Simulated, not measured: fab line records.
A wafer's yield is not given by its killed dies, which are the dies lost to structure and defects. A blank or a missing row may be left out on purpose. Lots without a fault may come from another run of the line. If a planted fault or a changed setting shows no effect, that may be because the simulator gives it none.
What tool caused it?    flow n5 finfet    72 wafers sampled from 24 lots at 1 step of a route of 1938

WHAT THE GAUGES SHOWED, per wafer
N5_BEOL_M4_INSPECT_30: inspects for defects (brightfield).
lot   measured      on                 raw defect count
L074  day 7 12:09   defect inspect-02  534 390 388
L075  day 8 07:07   defect inspect-01  650 574 570
L077  day 8 15:23   defect inspect-02  442 335 424
L076  day 8 15:41   defect inspect-02  463 461 429
L078  day 8 16:05   defect inspect-02  410 418 383
L079  day 8 18:36   defect inspect-02  537 516 476
L081  day 8 21:36   defect inspect-01  568 695 542
L080  day 9 04:05   defect inspect-02  435 553 543
L082  day 9 15:32   defect inspect-02  478 477 462
L083  day 9 20:10   defect inspect-01  498 506 579
L084  day 10 10:40  defect inspect-02  391 494 367
L085  day 10 10:54  defect inspect-01  389 248 306
L086  day 10 12:50  defect inspect-02  311 587 600
L088  day 10 20:46  defect inspect-01  375 320 414
L087  day 11 06:49  defect inspect-02  323 417 397
L089  day 11 15:16  defect inspect-02  442 321 490
L090  day 11 22:58  defect inspect-01  488 496 358
L091  day 11 23:25  defect inspect-01  370 507 267
L092  day 12 04:35  defect inspect-01  442 363 461
L093  day 12 05:05  defect inspect-02  349 266 450
L094  day 12 18:20  defect inspect-01  618 345 548
L095  day 12 21:08  defect inspect-02  463 561 563
L096  day 13 06:37  defect inspect-01  312 469 390
L097  day 13 08:05  defect inspect-02  342 351 454

WHICH TOOL RAN EACH LOT (tool, then ch and the chambers of the sampled wafers, then the start)
Before these readings, the record contains no process step.

WHAT THE TOOLS THEMSELVES READ (means of the sampled wafers that have a number; where no wafer has one, the mark that the record gives instead)
The record holds no such reading with a usual standard deviation.

THE ANSWER, worked out from the rows above alone
Rule: what is usual is taken from the lots themselves. The widest of any qualifying gaps counts: lots, ordered by their means at a reading, are off when they make up no more than a third of the lots, leave a main group of 4 or more, and stand apart from it by 3 or more times the standard deviation of that group's means. If all means in a main group match to the digits the tables above print for the reading, that group is not used. A lot without any number at a reading at which 4 lots or more have one is off too. All remaining lots with rows at the step are treated as sound. First the gauges in route order, then the tools' own readings, where a lot's mean is used as printed above. The first step at which some lot is off is used, and at that step the reading that is off furthest; a lot without a number counts as furthest.
No lot is off at any reading shown: from this, nothing can be told.

WHAT THE SIMULATOR PUT IN
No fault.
